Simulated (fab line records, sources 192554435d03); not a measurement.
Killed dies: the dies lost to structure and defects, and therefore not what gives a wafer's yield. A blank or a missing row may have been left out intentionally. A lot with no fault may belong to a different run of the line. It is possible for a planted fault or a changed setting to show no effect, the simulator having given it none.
fab line records -- flow n5-finfet
[record] lots = 15, wafers = 45, last-day = 20
route steps=1938 shown MOL_CONTACT_COAG@549
lots untouched by any fault: they come from a run of this same line in which no faults occurred
start-h: hours from the record's first day to the start of the lot's first wafer shown -- wait-h: time in hours since the lot's previous step -- " as in the row above -- L1.1+2: a single row standing in for several wafers -- - no value, or no start given -- * or withheld: withheld -- < > ~ a bound
route shown NAME@n: NAME is a module with steps in the file, n the number in the route of the first one -- usual: mean/standard deviation taken from wafers without a fault -- same: alike in all rows -- chamber/n: place in a boat -- sites: the reading at each site -- _std_site: standard deviation across them -- _edge_site: mean of outer sites minus mean of inner sites -- radius-mm: for every site, how far away it sits from the centre of the wafer -- mask NAME#n: copy n -- behind: tool/chamber where the wafer was last shaped -- hold: the reason the lot was held/the length of the hold in hours/how it ended -- device: transistor that didn't switch, given as n, p or np -- end of line: at the end of the route, the tests of the same wafers -- where a step has no rows: the recipe by itself -- killed: count of dies lost to structure and defects at first sort (not the wafer's yield) -- map: shows each die of a wafer: x if killed, . if not, _ if none is there
set.NAME: setting as actually run; set.NAME@STEP: the setting as run at that earlier step -- model.NAME: the simulator's own value behind a step, which no gauge read
route steps across a sampled set of lots; one table per step, one row per wafer
services: from which hour (start-h, from the record's first day; less than 0 if before it) a tool's chamber was out of use, for how many hours, and why
[[steps]]
[step N5_MOL_CONTACT_COAG_ANNEAL_113]
[recipe] temp-c = 400, time-s = 300, ambient = H2/N2
[usual] anneal-temp-c-max = 402.7/0.85, lamp-power-pct = 3.00/0.058, lamp_zone_4_pct = 3.00/0.057, wafer_temp_C_max = 402.3/0.59
lot.wafer,tool,chamber,start-h,wait-h,anneal-temp-c-max,lamp-power-pct,lamp_zone_4_pct,wafer_temp_C_max
L332.2,rtp-anneal-02,0,99.99,0.6,401.9,2.95,2.96,402.3
L332.4,rtp-anneal-02,0,99.99,0.6,401.7,2.95,2.96,402.9
L332.5,rtp-anneal-02,0,99.99,0.6,402.0,2.95,2.96,401.9
L333.3,rtp-anneal-02,0,107.00,0.7,402.6,2.95,2.96,402.2
L333.4,rtp-anneal-02,0,107.00,0.7,402.3,2.95,2.96,402.3
L333.5,rtp-anneal-02,0,107.00,0.7,402.8,2.95,2.96,402.7
L335.1,rtp-anneal-02,0,117.67,0.8,402.2,2.96,2.95,402.7
L335.4,rtp-anneal-02,0,117.67,0.8,401.7,2.95,2.96,402.7
L335.5,rtp-anneal-02,0,117.67,0.8,401.8,2.95,2.95,403.0
L336.1,rtp-anneal-02,0,122.04,0.6,401.7,2.95,2.95,402.7
L336.2,rtp-anneal-02,0,122.04,0.6,402.0,2.95,2.95,403.2
L336.3,rtp-anneal-02,0,122.04,0.6,401.8,2.96,2.96,401.6
L337.1,rtp-anneal-02,0,126.07,0.4,402.2,2.96,2.95,401.8
L337.2,rtp-anneal-02,0,126.07,0.4,402.6,2.95,2.96,403.0
L337.4,rtp-anneal-02,0,126.07,0.4,402.3,2.95,2.96,402.1
L345.1,rtp-anneal-01,0,178.60,0.3,403.0,3.07,3.07,401.7
L345.3,rtp-anneal-01,0,178.60,0.3,403.1,3.07,3.07,402.5
L345.6,rtp-anneal-01,0,178.60,0.3,403.3,3.07,3.07,401.9
L346.2,rtp-anneal-01,0,188.37,0.5,403.5,3.06,3.07,401.5
L346.3,rtp-anneal-01,0,188.37,0.5,402.9,3.07,3.07,402.5
L346.5,rtp-anneal-01,0,188.37,0.5,403.1,3.07,3.07,402.1
L347.4,rtp-anneal-02,0,189.26,0.5,401.9,2.95,2.96,402.3
L347.5,rtp-anneal-02,0,189.26,0.5,402.7,2.95,2.95,402.1
L347.6,rtp-anneal-02,0,189.26,0.5,402.1,2.96,2.95,401.7
L348.2,rtp-anneal-02,0,199.91,0.8,401.7,2.95,2.95,401.5
L348.4,rtp-anneal-02,0,199.91,0.8,401.7,2.95,2.95,401.3
L348.6,rtp-anneal-02,0,199.91,0.8,401.8,2.95,2.95,402.1
L349.3,rtp-anneal-02,0,202.11,0.6,401.5,2.95,2.95,402.9
L349.4,rtp-anneal-02,0,202.11,0.6,403.2,2.95,2.95,402.2
L349.5,rtp-anneal-02,0,202.11,0.6,401.6,2.95,2.96,403.1
L350.1,rtp-anneal-01,0,210.26,0.3,402.7,3.07,3.07,402.0
L350.2,rtp-anneal-01,0,210.26,0.3,403.5,3.07,3.07,401.7
L350.6,rtp-anneal-01,0,210.26,0.3,403.4,3.07,3.07,401.4
L351.1,rtp-anneal-01,0,211.16,0.5,402.7,3.07,3.07,402.2
L351.2,rtp-anneal-01,0,211.16,0.5,403.0,3.07,3.07,401.6
L351.6,rtp-anneal-01,0,211.16,0.5,403.5,3.07,3.08,401.6
L352.2,rtp-anneal-01,0,217.43,0.5,403.5,3.07,3.07,402.2
L352.3,rtp-anneal-01,0,217.43,0.5,404.1,3.07,3.07,402.1
L352.6,rtp-anneal-01,0,217.43,0.5,403.0,3.07,3.07,402.3
L353.1,rtp-anneal-02,0,223.89,0.3,402.3,2.95,2.95,402.3
L353.2,rtp-anneal-02,0,223.89,0.3,402.7,2.95,2.96,402.9
L353.4,rtp-anneal-02,0,223.89,0.3,401.8,2.96,2.95,403.1
L354.1,rtp-anneal-02,0,235.27,0.3,401.9,2.96,2.95,403.7
L354.2,rtp-anneal-02,0,235.27,0.3,402.4,2.95,2.95,403.3
L354.4,rtp-anneal-02,0,235.27,0.3,401.7,2.96,2.96,402.7
[step N5_MOL_CONTACT_COAG_THK_MEAS_29]
[recipe] reads = SiNx_of_GATE_CUT_PECVD_57+SiNx_of_GATE_CUT_SAC_CAP_01
[usual] MD_CAP_THK = 17.89/0.097
lot.wafer,tool,chamber,start-h,wait-h,MD_CAP_THK[nm]
L332.2,film-metro-02,-,104.47,-,17.92
L332.4,film-metro-02,-,104.47,-,17.93
L332.5,film-metro-02,-,104.47,-,18.01
L333.3,film-metro-02,-,112.41,-,17.94
L333.4,film-metro-02,-,112.41,-,17.81
L333.5,film-metro-02,-,112.41,-,17.87
L335.1,film-metro-01,-,122.88,-,17.85
L335.4,film-metro-01,-,122.88,-,17.86
L335.5,film-metro-01,-,122.88,-,17.79
L336.1,film-metro-01,-,128.34,-,17.83
L336.2,film-metro-01,-,128.34,-,17.78
L336.3,film-metro-01,-,128.34,-,17.86
L337.1,film-metro-01,-,132.13,-,17.86
L337.2,film-metro-01,-,132.13,-,17.84
L337.4,film-metro-01,-,132.13,-,17.71
L345.1,film-metro-02,-,184.43,-,17.84
L345.3,film-metro-02,-,184.43,-,17.81
L345.6,film-metro-02,-,184.43,-,17.91
L346.2,film-metro-01,-,193.05,-,17.86
L346.3,film-metro-01,-,193.05,-,17.96
L346.5,film-metro-01,-,193.05,-,17.96
L347.4,film-metro-02,-,194.47,-,18.02
L347.5,film-metro-02,-,194.47,-,17.99
L347.6,film-metro-02,-,194.47,-,18.00
L348.2,film-metro-01,-,204.72,-,17.83
L348.4,film-metro-01,-,204.72,-,17.91
L348.6,film-metro-01,-,204.72,-,17.97
L349.3,film-metro-01,-,205.80,-,17.65
L349.4,film-metro-01,-,205.80,-,17.89
L349.5,film-metro-01,-,205.80,-,17.90
L350.1,film-metro-02,-,214.12,-,17.89
L350.2,film-metro-02,-,214.12,-,18.07
L350.6,film-metro-02,-,214.12,-,17.79
L351.1,film-metro-01,-,215.41,-,18.02
L351.2,film-metro-01,-,215.41,-,18.07
L351.6,film-metro-01,-,215.41,-,17.94
L352.2,film-metro-02,-,222.07,-,17.70
L352.3,film-metro-02,-,222.07,-,17.82
L352.6,film-metro-02,-,222.07,-,17.88
L353.1,film-metro-01,-,228.40,-,17.93
L353.2,film-metro-01,-,228.40,-,17.97
L353.4,film-metro-01,-,228.40,-,17.90
L354.1,film-metro-02,-,239.70,-,17.79
L354.2,film-metro-02,-,239.70,-,17.98
L354.4,film-metro-02,-,239.70,-,17.87
[step N5_MOL_CONTACT_COAG_DEVELOP_83]
[recipe] develop-time-s = 30, developer = TMAH, resist = CAR-EUV, rinse-liquid = surfactant-rinse, dry = air-spin, dev-temp-c = 23
[usual] chill-plate-temp-C = 23.01/0.12, develop-time-s = 30/0, resist-line-temp-C = 23.00/0.12
lot.wafer,tool,chamber,start-h,wait-h,chill-plate-temp-C,develop-time-s,resist-line-temp-C
L332.2,litho-track-05,0,105.43,-,23.15,30,23.08
L332.4,litho-track-05,0,105.43,-,23.16,30,23.11
L332.5,litho-track-05,0,105.43,-,23.16,30,23.06
L333.3,litho-track-02,0,113.38,-,22.77,30,23.02
L333.4,litho-track-02,0,113.38,-,23.02,30,23.09
L333.5,litho-track-02,0,113.38,-,22.91,30,23.12
L335.1,litho-track-02,-,123.70,-,-,-,-
L335.4,litho-track-02,-,123.70,-,-,-,-
L335.5,litho-track-02,-,123.70,-,-,-,-
L336.1,litho-track-02,-,129.29,-,-,-,-
L336.2,litho-track-02,-,129.29,-,-,-,-
L336.3,litho-track-02,-,129.29,-,-,-,-
L337.1,litho-track-02,-,132.95,-,-,-,-
L337.2,litho-track-02,-,132.95,-,-,-,-
L337.4,litho-track-02,-,132.95,-,-,-,-
L345.1,litho-track-05,0,185.26,-,23.19,30,23.14
L345.3,litho-track-05,0,185.26,-,23.07,30,23.06
L345.6,litho-track-05,0,185.26,-,23.17,30,23.23
L346.2,litho-track-05,0,194.26,-,23.20,30,23.09
L346.3,litho-track-05,0,194.26,-,23.13,30,23.02
L346.5,litho-track-05,0,194.26,-,23.10,30,22.95
L347.4,litho-track-02,0,195.68,-,22.90,30,23.17
L347.5,litho-track-02,0,195.68,-,22.97,30,23.03
L347.6,litho-track-02,0,195.68,-,22.97,30,23.09
L348.2,litho-track-02,0,205.66,-,23.05,30,23.09
L348.4,litho-track-02,0,205.66,-,22.98,30,23.07
L348.6,litho-track-02,0,205.66,-,22.85,30,23.01
L349.3,litho-track-02,0,206.67,-,22.97,30,22.97
L349.4,litho-track-02,0,206.67,-,23.02,30,22.88
L349.5,litho-track-02,0,206.67,-,23.02,30,22.81
L350.1,litho-track-03,0,214.94,-,23.04,30,22.89
L350.2,litho-track-03,0,214.94,-,23.24,30,23.02
L350.6,litho-track-03,0,214.94,-,22.95,30,23.14
L351.1,litho-track-02,0,216.25,-,22.92,30,23.08
L351.2,litho-track-02,0,216.25,-,22.90,30,23.06
L351.6,litho-track-02,0,216.25,-,23.17,30,23.03
L352.2,litho-track-02,0,223.12,-,23.27,30,22.85
L352.3,litho-track-02,0,223.12,-,23.17,30,22.87
L352.6,litho-track-02,0,223.12,-,22.99,30,22.95
L353.1,litho-track-03,0,229.22,-,22.94,30,22.84
L353.2,litho-track-03,0,229.22,-,22.97,30,22.96
L353.4,litho-track-03,0,229.22,-,22.89,30,22.88
L354.1,litho-track-05,0,240.64,-,22.94,30,22.99
L354.2,litho-track-05,0,240.64,-,22.88,30,22.78
L354.4,litho-track-05,0,240.64,-,22.91,30,22.96
[step N5_MOL_CONTACT_COAG_ETCH_90]
[recipe] chemistry = CF4, target = SiARC, target-depth-a = 130, mask-material = CAR-EUV, time-s = 21.7, ion-energy-ev = 80, pressure-mtorr = 40, source-w = 545, bias-w = 36, Ar_flow_sccm = 100, cf4-flow-sccm = 100, ends = cleared
[usual] cf4-flow-sccm = 100.0/0.32, drypump-motor-current-A = 5.6/0.4, etch-rf-on-time-s = 21.8/0.41, oes-product-au = 0.69/0.083, rf-vpp-V = 184.3/1.1, showerhead-plenum-p-Torr = 2.17/0.058, throttle-valve-pct = 15.46/0.29
lot.wafer,tool,chamber,start-h,wait-h,cf4-flow-sccm,drypump-motor-current-A,etch-rf-on-time-s,oes-product-au,rf-hours-counter-h,rf-vpp-V,showerhead-plenum-p-Torr,throttle-valve-pct
L332.2,rie-diel-01,2,105.94,0.0,100.1,5.9,21.8,0.73,35,185.2,2.25,15.18
L332.4,rie-diel-01,2,105.94,0.0,99.6,5.9,21.9,0.73,-,184.4,2.25,15.18
L332.5,rie-diel-01,3,105.94,0.0,100.3,5.2,21.0,0.79,-,183.3,2.19,15.29
L333.3,rie-diel-06,2,113.61,0.0,99.9,5.6,21.2,0.60,225,184.0,2.20,15.50
L333.4,rie-diel-06,3,113.61,0.0,99.9,4.9,21.9,0.62,183,183.6,2.06,15.62
L333.5,rie-diel-06,2,113.61,0.0,99.7,5.6,21.5,0.60,-,184.5,2.20,15.50
L335.1,rie-diel-06,0,124.12,0.0,99.8,5.2,22.3,0.27,246,184.1,2.19,15.45
L335.4,rie-diel-06,3,124.12,0.0,99.8,5.0,22.1,0.27,185,182.1,2.06,15.62
L335.5,rie-diel-06,3,124.12,0.0,100.2,4.9,22.2,0.27,-,182.4,2.06,15.62
L336.1,rie-diel-06,2,129.52,0.0,100.3,5.6,21.4,0.26,229,184.7,2.19,15.48
L336.2,rie-diel-06,1,129.52,0.0,99.9,5.6,21.6,0.32,57,184.3,2.16,15.59
L336.3,rie-diel-06,3,129.52,0.0,100.8,5.0,22.0,0.28,187,182.5,2.06,15.63
L337.1,rie-diel-01,2,133.58,0.0,99.8,5.9,21.7,0.31,45,185.3,2.24,15.19
L337.2,rie-diel-01,1,133.58,0.0,100.1,5.3,21.7,0.28,188,185.0,2.23,15.78
L337.4,rie-diel-01,0,133.58,0.0,100.2,5.9,21.6,0.36,3,186.0,2.28,15.03
L345.1,rie-diel-04,1,185.50,0.0,100.5,6.2,21.4,0.63,201,184.4,2.21,16.00
L345.3,rie-diel-04,0,185.50,0.0,99.9,6.1,21.5,0.79,29,183.5,2.19,15.10
L345.6,rie-diel-04,3,185.50,0.0,99.6,5.5,21.6,0.77,-,184.5,2.19,15.17
L346.2,rie-diel-04,2,194.50,0.0,99.7,5.9,21.9,0.61,206,184.1,2.12,15.71
L346.3,rie-diel-04,3,194.50,0.0,99.9,5.5,21.4,0.77,15,184.2,2.19,15.17
L346.5,rie-diel-04,3,194.50,0.0,100.0,5.5,21.5,0.77,-,185.2,2.19,15.15
L347.4,rie-diel-04,3,195.92,0.0,99.9,5.5,21.4,0.77,15,184.0,2.19,15.16
L347.5,rie-diel-04,3,195.92,0.0,100.3,5.5,21.5,0.77,-,184.5,2.19,15.18
L347.6,rie-diel-04,0,195.92,0.0,100.0,6.1,21.5,0.78,-,185.3,2.19,15.09
L348.2,rie-diel-06,3,205.92,0.0,100.1,4.9,22.2,0.60,212,182.6,2.05,15.69
L348.4,rie-diel-06,0,205.92,0.0,100.2,5.2,21.6,0.80,-,185.1,2.19,14.99
L348.6,rie-diel-06,1,205.92,0.0,99.8,5.5,22.1,0.68,-,183.7,2.15,15.66
L349.3,rie-diel-01,3,206.90,0.0,99.9,5.2,20.8,0.77,40,184.5,2.19,15.33
L349.4,rie-diel-01,1,206.90,0.0,100.1,5.3,22.4,0.61,218,183.5,2.22,15.86
L349.5,rie-diel-01,2,206.90,0.0,100.6,5.9,22.3,0.68,-,184.1,2.23,15.28
L350.1,rie-diel-06,1,215.20,0.0,100.0,5.6,21.7,0.69,96,183.9,2.15,15.66
L350.2,rie-diel-06,0,215.20,0.0,100.6,5.2,22.0,0.79,16,184.1,2.19,15.00
L350.6,rie-diel-06,3,215.20,0.0,100.0,4.9,22.4,0.59,-,181.6,2.05,15.69
L351.1,rie-diel-06,3,216.99,0.0,99.8,4.9,22.5,0.59,217,182.3,2.05,15.71
L351.2,rie-diel-06,0,216.99,0.0,100.2,5.2,21.9,0.78,18,183.6,2.19,15.01
L351.6,rie-diel-06,2,216.99,0.0,100.5,5.6,21.5,0.85,-,184.8,2.18,15.04
L352.2,rie-diel-04,1,223.35,0.0,99.7,6.2,21.3,0.63,213,185.2,2.21,16.03
L352.3,rie-diel-04,3,223.35,0.0,100.2,5.5,21.6,0.75,24,184.0,2.19,15.19
L352.6,rie-diel-04,3,223.35,0.0,99.3,5.5,21.6,0.76,-,184.1,2.19,15.18
L353.1,rie-diel-06,0,229.91,0.0,100.1,5.2,21.8,0.78,20,185.0,2.18,15.00
L353.2,rie-diel-06,2,229.91,0.0,100.2,5.6,21.3,0.82,6,185.3,2.18,15.06
L353.4,rie-diel-06,0,229.91,0.0,100.0,5.2,21.8,0.78,-,185.9,2.18,15.00
L354.1,rie-diel-06,0,241.16,0.0,100.5,5.2,21.6,0.77,26,184.4,2.18,15.02
L354.2,rie-diel-06,1,241.16,0.0,99.5,5.6,21.8,0.68,103,185.7,2.15,15.66
L354.4,rie-diel-06,3,241.16,0.0,100.0,4.9,22.1,0.59,228,182.4,2.04,15.71
[[services]]
tool,chamber,start-h,hours,kind
rie-diel-01,1,88.33,1.7,repair
rie-diel-04,0,98.61,-,clean
rie-diel-04,0,98.61,-,consumable-replace:focus-ring
rie-diel-04,0,98.61,15.3,scheduled-down
rie-diel-04,0,98.61,15.3,vent-cycle
rie-diel-01,1,111.49,9.7,repair
rie-diel-04,3,130.10,-,clean
rie-diel-04,3,130.10,-,consumable-replace:focus-ring
rie-diel-04,3,130.10,23.7,scheduled-down
rie-diel-04,3,130.10,23.7,vent-cycle
rie-diel-06,0,130.10,4.0,repair
rie-diel-06,0,141.88,-,clean
rie-diel-06,0,141.88,-,consumable-replace:focus-ring
rie-diel-06,0,141.88,33.7,scheduled-down
rie-diel-06,0,141.88,33.7,vent-cycle
rie-diel-01,3,156.77,43.4,repair
rie-diel-04,1,171.89,1.4,repair
litho-track-02,-,176.58,-,consumable-replace:filter
rie-diel-06,3,181.80,17.0,repair
rie-diel-06,2,198.81,-,clean
rie-diel-06,2,198.81,-,consumable-replace:focus-ring
rie-diel-06,2,198.81,16.9,scheduled-down
rie-diel-06,2,198.81,16.9,vent-cycle
rie-diel-01,-,202.64,0.5,repair
[[key]]
[first-sign] step = N5_MOL_CONTACT_COAG_DEVELOP_83, reading = tool-record, direction = missing
effect none on later readings
met-at N5_MOL_CONTACT_COAG_DEVELOP_83
struck-lots L335,L336,L337
later-rows-left-out L335.1,L335.4,L335.5,L336.1,L336.2,L336.3,L337.1,L337.2,L337.4
sort-left-out L335.1,L335.4,L335.5,L336.1,L336.2,L336.3,L337.1,L337.2,L337.4
not-acting-at N5_MOL_CONTACT_COAG_ANNEAL_113,N5_MOL_CONTACT_COAG_THK_MEAS_29,N5_MOL_CONTACT_COAG_ETCH_90
onset-between 113.38 123.70
[fault] kind = skipped-step-whole, tool = litho-track-02, chamber = -, onset-h = 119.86, steps = N5_MOL_CONTACT_COAG_DEVELOP_83, scope = struck-lots-only
// sort-left-out: the simulated sort isn't trusted on such a fault, so these wafers' sort isn't shown, and their yield isn't known
// later-rows-left-out: the simulator's readings of these wafers behind a module that went badly wrong aren't trusted and aren't shown, but for the sort
